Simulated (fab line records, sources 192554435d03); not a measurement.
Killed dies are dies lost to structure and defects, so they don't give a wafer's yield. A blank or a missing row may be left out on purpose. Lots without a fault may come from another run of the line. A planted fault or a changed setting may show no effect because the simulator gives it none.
A struck lot beside a sound one | flow n5_finfet | 15 steps out of a route of 1938
Sound: wafers L196.2, L196.3, L196.4. Struck: wafer L208.5. (L208.2, L208.6 of the same lot were not struck and are left out.) The cause comes at the end.
At each step with rows: each side's tool, then ch and its chambers, then its first start. Under that, the readings that differ: sound wafers | struck wafers | difference of the means | sigmas: that difference in standard deviations of wafers without a fault.
alike: readings whose means differ by less than 2 such deviations, and words and numbers that are the same on both sides. not compared: withheld readings, readings that some wafer has no value for, bounds like >300 that may hide the same value, and numbers for which the record gives no deviation and whose values overlap.
The two part at a step that has a row with sigmas, a row that says differs or no value, or rows on one side only. Numbers that don't overlap but have no deviation are shown without sigmas and don't part them. A reading that every wafer of one side lacks parts them only if that side has two wafers or more.

N5_BEOL_M5_CD_MEAS_28: target cd 30.6 nm, target cd y 20 nm.
  sound on cd_sem-03 ch 0, day 7 23:59; struck on cd_sem-02 ch 0, day 11 23:01
  alike: cd_nm
N5_BEOL_M5_OVL_MEAS_29:
  sound on overlay-02 ch 0, day 8 00:02; struck on overlay-02 ch 0, day 11 23:03
  alike: V4_OVL
N5_BEOL_M5_INSPECT_30: inspects for defects (brightfield).
  sound on defect_inspect-01, day 8 00:05; struck on defect_inspect-01, day 11 23:06
  alike: raw_defect_count
N5_BEOL_M5_DESCUM_33: chemistry O2, time 7 s.
  sound on rie_diel-02 ch 1,2,3, day 8 00:07; struck on rie_diel-02 ch 1, day 11 23:16
  alike: bias_power_w, drypump_motor_current_A, o2_flow_sccm, oes_product_au, rf_vpp_V, showerhead_plenum_p_Torr, throttle_valve_pct
  not compared: rf_hours_counter_h
N5_BEOL_M5_ETCH_75: etches underlayer in N2/H2, target depth 6.5 nm, time 5.2 s.
  sound on rie_diel-02 ch 1,2,3, day 8 00:09; struck on rie_diel-02 ch 1, day 11 23:19
  alike: bias_w, drypump_motor_current_A, etch_rf_on_time_s, oes_product_au, rf_vpp_V, showerhead_plenum_p_Torr, throttle_valve_pct
  not compared: rf_hours_counter_h
N5_BEOL_M5_ETCH_67: etches SiARC in CF4, target depth 15.6 nm, time 26 s.
  sound on rie_diel-02 ch 1,2,3, day 8 00:10; struck on rie_diel-02 ch 1, day 11 23:19
  alike: bias_w, drypump_motor_current_A, etch_rf_on_time_s, oes_product_au, rf_vpp_V, showerhead_plenum_p_Torr, throttle_valve_pct
  not compared: rf_hours_counter_h
N5_BEOL_M5_ETCH_68: etches SOC in N2/H2, target depth 80 nm, overetch 16 nm, time 120 s.
  sound on rie_diel-02 ch 1,2,3, day 8 00:11; struck on rie_diel-02 ch 1, day 11 23:21
  reading               | sound          | struck | difference | sigmas
  oes_product_au (a.u.) | 0.55 0.73 0.69 | 0.52   | -0.14      | -2
  alike: bias_w, drypump_motor_current_A, rf_vpp_V, showerhead_plenum_p_Torr, throttle_valve_pct
  not compared: rf_hours_counter_h
then, 2 steps without rows for these wafers: N5_BEOL_M5_STRIP_69 (strips in N2/H2); N5_BEOL_M5_STRIP_76 (strips in N2/H2).
N5_BEOL_M5_VIA_ETCH_34: etches SiCOH lowk in C4F6/O2, target depth 88.3 nm, time 39.2 s.
  sound on rie_diel-02 ch 1,2,3, day 8 00:18; struck on rie_diel-02 ch 1, day 11 23:27
  alike: O2_flow_sccm, bias_w, drypump_motor_current_A, oes_product_au, rf_vpp_V, showerhead_plenum_p_Torr, throttle_valve_pct
  not compared: rf_hours_counter_h
then, 2 steps without rows for these wafers: N5_BEOL_M5_STRIP_85 (strips in C4F6/O2); N5_BEOL_M5_STRIP_36 (strips in N2/H2).
N5_BEOL_M5_TRENCH_ETCH_37: etches SiCOH lowk in C4F6/O2, target depth 71.652 nm, time 24.7 s.
  sound on rie_diel-02 ch 1,2,3, day 8 00:23; struck on rie_diel-02 ch 1, day 11 23:32
  reading      | sound             | struck | difference | sigmas
  bias_w (W)   | 184.5 183.6 185.0 | 194.0  | +9.6       | +17
  rf_vpp_V (V) | 712 655 665       | 738    | +61        | +3
  alike: O2_flow_sccm, drypump_motor_current_A, oes_product_au, showerhead_plenum_p_Torr, throttle_valve_pct
  not compared: rf_hours_counter_h
then, 2 steps without rows for these wafers: N5_BEOL_M5_ETCH_41 (etches SiCN in CH3F/O2, target depth 31.5 nm, time 56.7 s); N5_PASSIVATION_PROBE_49.

WHERE THEY PART
First at N5_BEOL_M5_ETCH_68; last, within this record, at N5_BEOL_M5_TRENCH_ETCH_37.

WHY: what the simulator had put in
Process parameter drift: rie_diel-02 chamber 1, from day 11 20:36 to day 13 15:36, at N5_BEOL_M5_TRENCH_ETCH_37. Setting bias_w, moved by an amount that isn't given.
